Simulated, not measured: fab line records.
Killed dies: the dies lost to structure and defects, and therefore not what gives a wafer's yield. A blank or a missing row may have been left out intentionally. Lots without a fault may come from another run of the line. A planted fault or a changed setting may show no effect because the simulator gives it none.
What tool caused it? :: flow n5-finfet :: 11 lots, 30 wafers sampled, at 1 step of a route of 1938

WHAT THE GAUGES SHOWED, per wafer
N5_BEOL_M5_OVL_MEAS_29.
lot: L363
measured: day 8 04:28
on: overlay-01
V4_OVL (nm): 0.7 0.0 0.9

lot: L366
measured: day 9 00:15
on: overlay-02
V4_OVL (nm): -0.6 -0.4 -0.5

lot: L367
measured: day 9 06:02
on: overlay-02
V4_OVL (nm): -1.0 -0.8 -2.3

lot: L368
measured: day 9 14:47
on: overlay-02
V4_OVL (nm): -1.0 -0.3 -0.1

lot: L369
measured: day 9 17:08
on: overlay-01
V4_OVL (nm): -0.9 0.0 0.9

lot: L370
measured: day 10 05:11
on: overlay-02
V4_OVL (nm): -0.4 -1.0 -0.8

lot: L374
measured: day 11 06:41
on: overlay-01
V4_OVL (nm): -0.3 -0.2

lot: L376
measured: day 11 20:07
on: overlay-02
V4_OVL (nm): 0.5 0.4 0.1

lot: L378
measured: day 12 08:13
on: overlay-01
V4_OVL (nm): -0.3 -0.2

lot: L380
measured: day 12 17:47
on: overlay-01
V4_OVL (nm): -1.0 0.0

lot: L386
measured: day 14 03:55
on: overlay-01
V4_OVL (nm): 0.6 -1.0 -0.4

WHAT TOOL EACH LOT RAN ON (gives the tool, then ch and the chambers of the sampled wafers, and finally the start)
Before these readings, the record contains no process step.

THE ANSWER, worked out from the rows above alone
Rule: the lots themselves supply what counts as usual. The widest of any qualifying gaps counts: lots, ordered by their means at a reading, are off when they make up no more than a third of the lots, leave a main group of 4 or more, and stand apart from it by 3 or more times the standard deviation of that group's means. If all means in a main group match to the digits the tables above print for the reading, that group is not used. A lot without any number at a reading at which 4 lots or more have one is off too. Any other lot the step has rows for is counted as sound.
Across all readings shown, no lot is off: no conclusion can be drawn from this.

WHAT THE SIMULATOR HAD INSERTED
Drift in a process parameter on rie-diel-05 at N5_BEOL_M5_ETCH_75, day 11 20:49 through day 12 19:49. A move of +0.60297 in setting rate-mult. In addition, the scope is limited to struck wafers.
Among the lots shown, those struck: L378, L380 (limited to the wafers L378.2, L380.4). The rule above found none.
